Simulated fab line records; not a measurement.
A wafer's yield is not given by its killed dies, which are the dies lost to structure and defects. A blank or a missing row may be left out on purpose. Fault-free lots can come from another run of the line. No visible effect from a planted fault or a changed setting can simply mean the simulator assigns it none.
fab line records | flow n5_finfet
record: lots: 5 | wafers: 15 | last_day: 17
route steps=1938 shown BEOL_M0_SAQP@658 BEOL_M4@1111 PASSIVATION@1936
lots that met no fault: taken from a fault-free run of the same line
start_h: start of the lot's first displayed wafer, in hours after the record's first day | wait_h: how many hours have passed since the lot's step before this one | " the same as in the row above | L1.1+2: a single row standing in for several wafers | - no value present, or no start provided | * or withheld: withheld | < > ~ a bound
route shown NAME@n: a module of which the file shows steps, and the number in the route of the first | usual: mean/standard deviation taken from wafers without a fault | same: alike in all rows | chamber/n: place in a boat | sites: per-site readings | _std_site: their standard deviation | _edge_site: the outer-site mean with the inner-site mean subtracted | radius_mm: for every site, how far away it sits from the centre of the wafer | mask NAME#n: copy n | behind: the most recent tool/chamber to have shaped the wafer | hold: the reason the lot was held/the length of the hold in hours/how it ended | device: names the non-switching transistor (n, p or np) | end of line: tests run on the same wafers once the route is complete | where a step has no rows: the recipe by itself | killed: the dies lost at the first sort to structure and to defects; this is not the yield of the wafer | map: shows each die of a wafer: x if killed, . if not, _ if none is there
set.NAME: setting as actually run; set.NAME@STEP: the setting as run at that earlier step | model.NAME: the simulator's own value behind a step, which no gauge read
lots at some steps of the route; a table a step, a row a wafer
services: the hour from which a tool's chamber was out of use, counted from the record's first day as start_h (under 0 if before that day), plus the number of hours and why
== steps ==
step: N5_BEOL_M0_SAQP_MANDREL_ETCH_20
recipe: target_depth_a: 600 | chemistry: HBr/Cl2 | target: a-Si | stop_on: SiNx | bt_time_s: 10 | mask_material: SOC | over_etch_frac: 0.5 | time_s: 30 | pressure_mtorr: 10 | icp_w: 800 | bias_w: 75 | HBr_flow_sccm: 150 | Cl2_flow_sccm: 80 | ends: end_point
step: N5_BEOL_M0_SAQP_STRIP_86
recipe: chemistry: N2/H2 | power_w: 500 | temp_c: 40 | pressure_mtorr: 50 | rf_frequency_hz: 6e+07 | overash_fraction: 0.3 | bias_power_w: 28 | h2_frac: 0.5 | n2_flow_sccm: 300 | h2_flow_sccm: 300
step: N5_BEOL_M0_SAQP_STRIP_115
recipe: chemistry: post_etch_residue_remover | time_s: 60 | temp_c: 25 | remover_ph: withheld | remover_water_wt_pct: withheld | remover_fluoride_wt_pct: withheld
step: N5_BEOL_M0_SAQP_SRD_93
recipe: dry: ipa_marangoni | time_s: 30 | temp_c: 23 | rinse_liquid: diw
step: N5_BEOL_M0_SAQP_RECESS_114
recipe: chemistry: HF/NH3 | target: SiO2 | target_depth_a: 144 | afs_cycles: 3 | temp_c: 30 | sublimation_temp_c: 180 | sublimation_time_s: 60
step: N5_BEOL_M0_SAQP_SPACER1_ALD_98
recipe: material: SiO2 | target_thk_a: 128 | temp_c: 300 | ald_precursor_family: BDEAS | ald_co_reactant: O2-plasma | pulse_time_s: 1 | purge_time_s: 2 | co_reactant_purge_time_s: 2 | ald_cycles: 138 | pressure_torr: 2
step: N5_BEOL_M0_SAQP_SPACER1_ETCHBACK_99
recipe: chemistry: CHF3/O2 | mode: anisotropic_etchback | target: SiO2 | target_depth_a: 154 | time_s: 7.7 | pressure_mtorr: 30 | source_w: 650 | bias_w: 170 | Ar_flow_sccm: 200 | CHF3_flow_sccm: 50 | O2_flow_sccm: 5 | ion_energy_ev: 200
step: N5_BEOL_M0_SAQP_MANDREL1_REMOVE_100
recipe: chemistry: HBr/Cl2/O2 | bt_time_s: 10 | target: a-Si | stop_on: SiNx | endpoint: OES-SiCl | over_etch_frac: 0.85 | icp_w: 600 | bias_w: 30 | HBr_flow_sccm: 150 | Cl2_flow_sccm: 80 | O2_flow_sccm: 5 | pressure_mtorr: 10
step: N5_BEOL_M0_SAQP_ETCH_101
recipe: chemistry: CH3F/O2 | target: SiNx | mask_material: SiO2 | target_depth_a: 299 | time_s: 42.7 | pressure_mtorr: 30 | source_w: 395 | bias_w: 73 | Ar_flow_sccm: 150 | CH3F_flow_sccm: 30 | O2_flow_sccm: 20 | ion_energy_ev: 120
step: N5_BEOL_M0_SAQP_ETCH_102
recipe: chemistry: CF4 | target: SiO2 | target_depth_a: 40 | ion_energy_ev: 350 | time_s: 4.4 | pressure_mtorr: 10 | icp_w: 800 | bias_w: 400 | cf4_flow_sccm: 80
step: N5_BEOL_M0_SAQP_MANDREL_ETCH_103
recipe: chemistry: HBr/Cl2 | target: a-Si | target_depth_a: 450 | bt_time_s: 10 | stop_on: SiCN | mask_material: SiO2 | over_etch_frac: 0.8 | time_s: 27 | pressure_mtorr: 10 | icp_w: 800 | bias_w: 75 | HBr_flow_sccm: 150 | Cl2_flow_sccm: 80 | ends: end_point
step: N5_BEOL_M0_SAQP_RECESS_104
recipe: chemistry: HF/NH3 | target: SiO2 | target_depth_a: 180 | afs_cycles: 3 | temp_c: 30 | sublimation_temp_c: 180 | sublimation_time_s: 60
usual: afs_cycles: 3/0 | drypump_motor_current_A: 5.4/0.37 | foreline_p_Torr: 0.1281/0.00049 | sublimation_time_s: 60/0
lot.wafer | tool          | chamber | start_h | wait_h | afs_cycles | drypump_motor_current_A | foreline_p_Torr | sublimation_time_s | model.SiCN_of_BEOL_M0_SAQP_PECVD_03.thk_nm
L450.1    | vapor_etch-01 | 1       | 188.05  | 0.1    | -          | -                       | -               | -                  | 8.2
L450.3    | "             | 0       | "       | "      | -          | -                       | -               | -                  | 8.6
L450.5    | "             | 1       | "       | "      | -          | -                       | -               | -                  | 9
L451.2    | vapor_etch-02 | 0       | 199.60  | 0.1    | -          | -                       | -               | -                  | 9
L451.4    | "             | 0       | "       | "      | -          | -                       | -               | -                  | 9
L451.6    | "             | 0       | "       | "      | -          | -                       | -               | -                  | 9
L452.4    | vapor_etch-02 | 1       | 200.79  | 0.2    | -          | -                       | -               | -                  | 9
L452.5    | "             | 1       | "       | "      | -          | -                       | -               | -                  | 9
L452.6    | "             | 0       | "       | "      | -          | -                       | -               | -                  | 9
L457.1    | vapor_etch-02 | 0       | 227.87  | 0.1    | 3          | 5.8                     | 0.1267          | 60                 | 8.4
L457.5    | "             | 1       | "       | "      | 3          | 5.5                     | 0.1274          | 60                 | 8.8
L457.6    | "             | 0       | "       | "      | 3          | 5.8                     | 0.1284          | 60                 | 8.4
L458.2    | vapor_etch-02 | 0       | 231.14  | 0.1    | 3          | 5.8                     | 0.1267          | 60                 | 8.4
L458.4    | "             | 0       | "       | "      | 3          | 5.8                     | 0.1281          | 60                 | 8.6
L458.6    | "             | 1       | "       | "      | 3          | 5.5                     | 0.1279          | 60                 | 8.8
step: N5_BEOL_M0_SAQP_COAT_105
recipe: resist: SOC | temp_c: 250 | time_s: 60 | spin_rpm: 1500 | resist_thk_nm: 100
step: N5_BEOL_M0_SAQP_ETCH_106
recipe: chemistry: N2/H2 | target: SOC | target_depth_a: 1500 | stop_on: SiNx | ion_energy_ev: 100 | bias_w: 61 | pressure_mtorr: 30 | source_w: 850 | n2_flow_sccm: 200 | h2_flow_sccm: 200
step: N5_BEOL_M0_SAQP_ETCH_107
recipe: chemistry: CH3F/O2 | target: SiNx | target_depth_a: 300 | mask_material: SOC | pressure_mtorr: 30 | source_w: 395 | bias_w: 73 | Ar_flow_sccm: 150 | CH3F_flow_sccm: 30 | O2_flow_sccm: 20 | ion_energy_ev: 120
step: N5_BEOL_M0_SAQP_STRIP_108
recipe: chemistry: N2/H2 | power_w: 500 | temp_c: 40 | pressure_mtorr: 50 | rf_frequency_hz: 6e+07 | overash_fraction: 0.3 | bias_power_w: 28 | h2_frac: 0.5 | n2_flow_sccm: 300 | h2_flow_sccm: 300
step: N5_BEOL_M0_SAQP_RECESS_109
recipe: chemistry: HF/NH3 | target: SiO2 | target_depth_a: 30 | afs_cycles: 1 | temp_c: 30 | sublimation_temp_c: 180 | sublimation_time_s: 60
usual: drypump_motor_current_A: 5.4/0.39 | foreline_p_Torr: 0.1279/0.00052
same: afs_cycles: 1 | sublimation_time_s: 60
lot.wafer | tool          | chamber | start_h | wait_h | drypump_motor_current_A | foreline_p_Torr | model.SiCN_of_BEOL_M0_SAQP_PECVD_03.thk_nm
L450.1    | vapor_etch-02 | 0       | 188.66  | 0.0    | 5.8                     | 0.1267          | 8.2
L450.3    | "             | 1       | "       | "      | 5.5                     | 0.1273          | 8.6
L450.5    | "             | 0       | "       | "      | 5.8                     | 0.1277          | 8.8
L451.2    | vapor_etch-02 | 0       | 200.21  | 0.0    | 5.8                     | 0.1289          | 8.8
L451.4    | "             | 1       | "       | "      | 5.4                     | 0.1286          | 8.8
L451.6    | "             | 0       | "       | "      | 5.8                     | 0.1277          | 9
L452.4    | vapor_etch-02 | 1       | 201.32  | 0.1    | 5.4                     | 0.1282          | 8.8
L452.5    | "             | 0       | "       | "      | 5.8                     | 0.1284          | 9
L452.6    | "             | 1       | "       | "      | 5.5                     | 0.1273          | 9
L457.1    | vapor_etch-01 | 0       | 228.60  | 0.0    | 5.5                     | 0.1276          | 8.2
L457.5    | "             | 0       | "       | "      | 5.5                     | 0.1280          | 8.6
L457.6    | "             | 1       | "       | "      | 4.7                     | 0.1276          | 8.4
L458.2    | vapor_etch-01 | 0       | 231.78  | 0.0    | 5.5                     | 0.1280          | 8.4
L458.4    | "             | 1       | "       | "      | 4.7                     | 0.1281          | 8.4
L458.6    | "             | 1       | "       | "      | 4.7                     | 0.1282          | 8.8
step: N5_BEOL_M0_SAQP_SPACER2_ALD_26
recipe: material: SiO2 | target_thk_a: 150 | temp_c: 300 | ald_precursor_family: BDEAS | ald_co_reactant: O2-plasma | pulse_time_s: 1 | purge_time_s: 2 | co_reactant_purge_time_s: 2 | pressure_torr: 2
step: N5_BEOL_M4_RC_MEAS_101
usual: DIBL_N: 36.5/1.4 | DIBL_P: 36.9/1.7 | IOFF_N: 0.163/0.023 | IOFF_P: 0.22/0.032 | ION_N: 673/9 | ION_P: 462/7.5 | SS_N: 71.6/0.54 | SS_P: 73.4/0.62 | VT_N: 249.8/2.8 | VT_P: -250/3.5
lot.wafer | tool      | chamber | start_h | wait_h | DIBL_N[mV/V] | DIBL_P[mV/V] | IOFF_N[nA/um] | IOFF_P[nA/um] | ION_N[uA/um] | ION_P[uA/um] | SS_N[mV/dec] | SS_P[mV/dec] | VT_N[mV] | VT_P[mV]
L457.1    | prober-02 | 0       | 282.12  | 0.0    | 34.8         | 36.2         | 0.133         | 0.17          | 662          | 451          | 70.5         | 73.5         | 252.7    | -255
L457.5    | "         | 0       | "       | "      | 34.5         | 36.6         | 0.137         | 0.17          | 670          | 450          | 70.9         | 73.3         | 251.2    | -252
L457.6    | "         | 0       | "       | "      | 34.7         | 36.0         | 0.135         | 0.16          | 663          | 451          | 71.5         | 72.9         | 251.8    | -258
L458.2    | prober-01 | 0       | 307.80  | 0.2    | 33.6         | 33.8         | 0.129         | 0.17          | 665          | 462          | 70.9         | 72.0         | 249.9    | -254
L458.4    | "         | 0       | "       | "      | 34.3         | 35.2         | 0.147         | 0.19          | 677          | 464          | 70.7         | 73.3         | 246.3    | -250
L458.6    | "         | 0       | "       | "      | 32.6         | 33.7         | 0.118         | 0.17          | 672          | 468          | 70.5         | 72.9         | 253.8    | -254
step: N5_PASSIVATION_PROBE_49
usual: defect_limited_yield: 91.2/1.4 | killed_at_M0_to_M3: 35/11 | killed_at_M4_up: 12/4.2 | killed_at_contacts: 13/5.6 | killed_at_front_end: 40/12 | killed_at_other: 3.3/2.6 | killed_dies: 103/17 | killed_on_rim: 14/4.5 | killed_open: 68/12 | killed_short: 34/7.6 | sort_bin_5_function: 5.1/0.95 | sort_bin_6_memory: 3.3/0.68 | sort_n_pass: 1077/17 | sort_yield_pct: 91.2/1.4
same: gross_dies: 1180 | killed_at_back_side: 0 | sort_bin_4_leakage[%]: 0 | sort_bin_8_speed[%]: 0
lot.wafer | tool      | chamber | start_h | wait_h | defect_limited_yield[%] | killed_at_M0_to_M3 | killed_at_M4_up | killed_at_contacts | killed_at_front_end | killed_at_other | killed_dies | killed_on_rim | killed_open | killed_short | sort_bin_5_function[%] | sort_bin_6_memory[%] | sort_n_pass | sort_yield_pct[%]
L452.4    | prober-01 | -       | 349.28  | 0.2    | 0                       | 1095               | 8               | 20                 | 53                  | 4               | 1180        | 152           | 76          | 37           | 96.5                   | 3.2                  | 0           | 0
L452.5    | prober-01 | -       | 349.33  | 0.2    | 0                       | 1112               | 15              | 14                 | 36                  | 3               | 1180        | 152           | 74          | 25           | 96.8                   | 3.0                  | 0           | 0
L452.6    | prober-01 | -       | 349.38  | 0.3    | 0                       | 1125               | 13              | 3                  | 36                  | 3               | 1180        | 152           | 59          | 42           | 95.4                   | 3.8                  | 0           | 0
L450.1    | prober-01 | -       | 351.40  | 0.3    | 0                       | 1090               | 17              | 21                 | 45                  | 7               | 1180        | 152           | 91          | 51           | 95.3                   | 4.3                  | 0           | 0
L450.3    | prober-01 | -       | 351.50  | 0.4    | 0                       | 1123               | 15              | 13                 | 27                  | 2               | 1180        | 152           | 54          | 32           | 96.9                   | 3.1                  | 0           | 0
L450.5    | prober-01 | -       | 351.60  | 0.5    | 0                       | 1130               | 11              | 13                 | 25                  | 1               | 1180        | 152           | 54          | 27           | 96.9                   | 2.8                  | 0           | 0
L451.2    | prober-02 | -       | 355.80  | 0.1    | 0                       | 1117               | 9               | 15                 | 38                  | 1               | 1180        | 152           | 62          | 25           | 97.7                   | 2.1                  | 0           | 0
L451.4    | prober-02 | -       | 355.90  | 0.2    | 0                       | 1089               | 14              | 16                 | 61                  | 0               | 1180        | 152           | 78          | 31           | 95.9                   | 3.8                  | 0           | 0
L451.6    | prober-02 | -       | 356.00  | 0.3    | 0                       | 1096               | 10              | 18                 | 52                  | 4               | 1180        | 152           | 77          | 39           | 96.1                   | 3.3                  | 0           | 0
L458.2    | prober-02 | -       | 414.47  | 0.1    | 92.4                    | 19                 | 16              | 12                 | 42                  | 1               | 90          | 8             | 61          | 27           | 4.6                    | 2.7                  | 1090        | 92.4
L458.4    | prober-02 | -       | 414.57  | 0.2    | 92.1                    | 21                 | 19              | 13                 | 40                  | 0               | 93          | 7             | 59          | 31           | 4.6                    | 3.1                  | 1087        | 92.1
L458.6    | prober-02 | -       | 414.67  | 0.3    | 92.6                    | 19                 | 20              | 12                 | 35                  | 1               | 87          | 14            | 69          | 15           | 4.2                    | 3.0                  | 1093        | 92.6
killed by level:class
L452.4 BEOL_M0_SAQP:area_recess=1067 MOL_CONTACT_COAG:geometric_particle:open=15 STI_FIN_REVEAL:geometric_particle:open=11 FIN_SAQP:geometric_particle:open=8 BEOL_M3:geometric_particle:open=7 MOL_CONTACT_COAG:geometric_particle:short=5 BEOL_M2:geometric_particle:open=5 FIN_CUT:geometric_particle:short=4
L452.5 BEOL_M0_SAQP:area_recess=1079 MOL_CONTACT_COAG:geometric_particle:open=11 FIN_SAQP:geometric_particle:open=10 BEOL_M1:geometric_particle:open=10 BEOL_M0_SAQP:geometric_particle:open=8 BEOL_M3:geometric_particle:open=5 BEOL_M4:geometric_particle:open=5 STI_FIN_REVEAL:geometric_particle:open=4
L452.6 BEOL_M0_SAQP:area_recess=1078 BEOL_M1:geometric_particle:open=11 BEOL_M0_SAQP:geometric_particle:short=9 BEOL_M4:geometric_particle:open=8 STI_FIN_REVEAL:geometric_particle:open=7 BEOL_M0_SAQP:geometric_particle:open=7 FIN_SAQP:geometric_particle:short=6 BEOL_M1:geometric_particle:short=6
L450.1 BEOL_M0_SAQP:area_recess=1037 BEOL_M0_SAQP:geometric_particle:short=18 MOL_CONTACT_COAG:geometric_particle:open=16 BEOL_M0_SAQP:geometric_particle:open=16 FIN_SAQP:geometric_particle:open=14 FIN_SAQP:geometric_particle:short=13 BEOL_M4:geometric_particle:open=10 STI_FIN_REVEAL:geometric_particle:open=6
L450.3 BEOL_M0_SAQP:area_recess=1094 BEOL_M4:geometric_particle:open=11 MOL_CONTACT_COAG:geometric_particle:open=10 BEOL_M0_SAQP:geometric_particle:open=7 BEOL_M2:geometric_particle:open=7 STI_FIN_REVEAL:geometric_particle:open=6 BEOL_M0_SAQP:geometric_particle:short=6 STARTING-WAFER:geometric_particle:short=5
L450.5 BEOL_M0_SAQP:area_recess=1098 MOL_CONTACT_COAG:geometric_particle:open=10 BEOL_M0_SAQP:geometric_particle:open=9 BEOL_M2:geometric_particle:open=8 BEOL_M0_SAQP:geometric_particle:short=6 BEOL_M4:geometric_particle:open=4 MOL_CONTACT_COAG:geometric_particle:short=3 BEOL_M2:geometric_particle:short=3
L451.2 BEOL_M0_SAQP:area_recess=1092 MOL_CONTACT_COAG:geometric_particle:open=15 FIN_SAQP:geometric_particle:open=7 STI_FIN_REVEAL:geometric_particle:open=7 BEOL_M0_SAQP:geometric_particle:open=7 BEOL_M2:geometric_particle:open=7 FIN_SAQP:geometric_particle:short=4 GATE_CUT:geometric_particle:short=4
L451.4 BEOL_M0_SAQP:area_recess=1068 FIN_SAQP:geometric_particle:open=17 MOL_CONTACT_COAG:geometric_particle:open=13 STI_FIN_REVEAL:geometric_particle:open=11 BEOL_M1:geometric_particle:open=7 FIN_SAQP:geometric_particle:short=6 GATE_CUT:geometric_particle:short=5 BEOL_M2:geometric_particle:open=5
L451.6 BEOL_M0_SAQP:area_recess=1063 MOL_CONTACT_COAG:geometric_particle:open=16 FIN_SAQP:geometric_particle:open=14 BEOL_M0_SAQP:geometric_particle:open=10 FIN_SAQP:geometric_particle:short=9 BEOL_M0_SAQP:geometric_particle:short=7 BEOL_M2:geometric_particle:open=7 STI_FIN_REVEAL:geometric_particle:open=5
L458.2 MOL_CONTACT_COAG:geometric_particle:open=11 FIN_SAQP:geometric_particle:open=9 FIN_SAQP:geometric_particle:short=9 BEOL_M4:geometric_particle:open=8 STI_FIN_REVEAL:geometric_particle:open=6 BEOL_M2:geometric_particle:open=5 BEOL_M0_SAQP:geometric_particle:short=4 BEOL_M3:geometric_particle:open=3
L458.4 BEOL_M4:geometric_particle:open=14 FIN_SAQP:geometric_particle:short=12 MOL_CONTACT_COAG:geometric_particle:open=10 FIN_SAQP:geometric_particle:open=9 STARTING-WAFER:geometric_particle:short=5 BEOL_M0:geometric_particle:open=4 BEOL_M3:geometric_particle:open=4 DUMMY_GATE:geometric_particle:open=3
L458.6 FIN_SAQP:geometric_particle:open=11 BEOL_M4:geometric_particle:open=11 MOL_CONTACT_COAG:geometric_particle:open=10 BEOL_M2:geometric_particle:open=10 DUMMY_GATE:geometric_particle:open=9 BEOL_M3:geometric_particle:open=4 BEOL_M8:geometric_particle:open=3 STARTING-WAFER:geometric_particle:short=3
map L450.1 (x killed, . not)
_________________xxxxxxxxxxxx________________
______________xxxxxxxxxxxxxxxxxx_____________
___________xxxxxxxxxxxxxxxxxxxxxxxx__________
__________xxxxxxxxxxxxxxxxxxxxxxxxxx_________
________xxxxxxxxxxxxxxxxxxxxxxxxxxxxxx_______
_______xxxxxxxxxxxxxxxxxxxxxxxxxxxxxxxx______
______xxxxxxxxxxxxxxxxxxxxxxxxxxxxxxxxxx_____
_____xxxxxxxxxxxxxxxxxxxxxxxxxxxxxxxxxxxx____
____xxxxxxxxxxxxxxxxxxxxxxxxxxxxxxxxxxxxxx___
___xxxxxxxxxxxxxxxxxxxxxxxxxxxxxxxxxxxxxxxx__
___xxxxxxxxxxxxxxxxxxxxxxxxxxxxxxxxxxxxxxxx__
__xxxxxxxxxxxxxxxxxxxxxxxxxxxxxxxxxxxxxxxxxx_
__xxxxxxxxxxxxxxxxxxxxxxxxxxxxxxxxxxxxxxxxxx_
_xxxxxxxxxxxxxxxxxxxxxxxxxxxxxxxxxxxxxxxxxxxx
_xxxxxxxxxxxxxxxxxxxxxxxxxxxxxxxxxxxxxxxxxxxx
_xxxxxxxxxxxxxxxxxxxxxxxxxxxxxxxxxxxxxxxxxxxx
_xxxxxxxxxxxxxxxxxxxxxxxxxxxxxxxxxxxxxxxxxxxx
_xxxxxxxxxxxxxxxxxxxxxxxxxxxxxxxxxxxxxxxxxxxx
_xxxxxxxxxxxxxxxxxxxxxxxxxxxxxxxxxxxxxxxxxxxx
_xxxxxxxxxxxxxxxxxxxxxxxxxxxxxxxxxxxxxxxxxxxx
_xxxxxxxxxxxxxxxxxxxxxxxxxxxxxxxxxxxxxxxxxxxx
__xxxxxxxxxxxxxxxxxxxxxxxxxxxxxxxxxxxxxxxxxx_
__xxxxxxxxxxxxxxxxxxxxxxxxxxxxxxxxxxxxxxxxxx_
___xxxxxxxxxxxxxxxxxxxxxxxxxxxxxxxxxxxxxxxx__
___xxxxxxxxxxxxxxxxxxxxxxxxxxxxxxxxxxxxxxxx__
____xxxxxxxxxxxxxxxxxxxxxxxxxxxxxxxxxxxxxx___
_____xxxxxxxxxxxxxxxxxxxxxxxxxxxxxxxxxxxx____
______xxxxxxxxxxxxxxxxxxxxxxxxxxxxxxxxxx_____
_______xxxxxxxxxxxxxxxxxxxxxxxxxxxxxxxx______
________xxxxxxxxxxxxxxxxxxxxxxxxxxxxxx_______
__________xxxxxxxxxxxxxxxxxxxxxxxxxx_________
___________xxxxxxxxxxxxxxxxxxxxxxxx__________
______________xxxxxxxxxxxxxxxxxx_____________
_________________xxxxxxxxxxxx________________
map L451.2 (x killed, . not)
_________________xxxxxxxxxxxx________________
______________xxxxxxxxxxxxxxxxxx_____________
___________xxxxxxxxxxxxxxxxxxxxxxxx__________
__________xxxxxxxxxxxxxxxxxxxxxxxxxx_________
________xxxxxxxxxxxxxxxxxxxxxxxxxxxxxx_______
_______xxxxxxxxxxxxxxxxxxxxxxxxxxxxxxxx______
______xxxxxxxxxxxxxxxxxxxxxxxxxxxxxxxxxx_____
_____xxxxxxxxxxxxxxxxxxxxxxxxxxxxxxxxxxxx____
____xxxxxxxxxxxxxxxxxxxxxxxxxxxxxxxxxxxxxx___
___xxxxxxxxxxxxxxxxxxxxxxxxxxxxxxxxxxxxxxxx__
___xxxxxxxxxxxxxxxxxxxxxxxxxxxxxxxxxxxxxxxx__
__xxxxxxxxxxxxxxxxxxxxxxxxxxxxxxxxxxxxxxxxxx_
__xxxxxxxxxxxxxxxxxxxxxxxxxxxxxxxxxxxxxxxxxx_
_xxxxxxxxxxxxxxxxxxxxxxxxxxxxxxxxxxxxxxxxxxxx
_xxxxxxxxxxxxxxxxxxxxxxxxxxxxxxxxxxxxxxxxxxxx
_xxxxxxxxxxxxxxxxxxxxxxxxxxxxxxxxxxxxxxxxxxxx
_xxxxxxxxxxxxxxxxxxxxxxxxxxxxxxxxxxxxxxxxxxxx
_xxxxxxxxxxxxxxxxxxxxxxxxxxxxxxxxxxxxxxxxxxxx
_xxxxxxxxxxxxxxxxxxxxxxxxxxxxxxxxxxxxxxxxxxxx
_xxxxxxxxxxxxxxxxxxxxxxxxxxxxxxxxxxxxxxxxxxxx
_xxxxxxxxxxxxxxxxxxxxxxxxxxxxxxxxxxxxxxxxxxxx
__xxxxxxxxxxxxxxxxxxxxxxxxxxxxxxxxxxxxxxxxxx_
__xxxxxxxxxxxxxxxxxxxxxxxxxxxxxxxxxxxxxxxxxx_
___xxxxxxxxxxxxxxxxxxxxxxxxxxxxxxxxxxxxxxxx__
___xxxxxxxxxxxxxxxxxxxxxxxxxxxxxxxxxxxxxxxx__
____xxxxxxxxxxxxxxxxxxxxxxxxxxxxxxxxxxxxxx___
_____xxxxxxxxxxxxxxxxxxxxxxxxxxxxxxxxxxxx____
______xxxxxxxxxxxxxxxxxxxxxxxxxxxxxxxxxx_____
_______xxxxxxxxxxxxxxxxxxxxxxxxxxxxxxxx______
________xxxxxxxxxxxxxxxxxxxxxxxxxxxxxx_______
__________xxxxxxxxxxxxxxxxxxxxxxxxxx_________
___________xxxxxxxxxxxxxxxxxxxxxxxx__________
______________xxxxxxxxxxxxxxxxxx_____________
_________________xxxxxxxxxxxx________________
== services ==
tool          | chamber | start_h | hours | kind
vapor_etch-02 | -       | 177.92  | 0.7   | repair
== key ==
first_sign: step: N5_BEOL_M0_SAQP_RECESS_104 | reading: tool_record | direction: missing
effect: step: N5_PASSIVATION_PROBE_49 | reading: killed_at_M0_to_M3 | direction: up | sigmas: 97 | usual: 35 | struck: 1109
model_effect: step: N5_BEOL_M0_SAQP_RECESS_104 | value: SiCN_of_BEOL_M0_SAQP_PECVD_03.thk_nm | without: 8.578 | struck: 8.867
model_effect: step: N5_BEOL_M0_SAQP_RECESS_109 | value: SiCN_of_BEOL_M0_SAQP_PECVD_03.thk_nm | without: 8.533 | struck: 8.778
more_kills_born_at: N5_BEOL_M0_SAQP_RECESS_104@vapor_etch-02: 6434 | N5_BEOL_M0_SAQP_RECESS_104@vapor_etch-01: 3226
met_at N5_BEOL_M0_SAQP_RECESS_104
struck_wafers L450.1,L450.3,L450.5,L451.2,L451.4,L451.6,L452.4,L452.5,L452.6
later_rows_left_out L450.1,L450.3,L450.5,L451.2,L451.4,L451.6,L452.4,L452.5,L452.6
fault: kind: skipped_step_whole | tool: vapor_etch-01,vapor_etch-02 | chamber: - | onset_h: 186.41 | steps: N5_BEOL_M0_SAQP_RECESS_104 | scope: struck_lots_only
later_rows_left_out: the simulator's readings of these wafers behind a module that went badly wrong aren't trusted and aren't shown, but for the sort
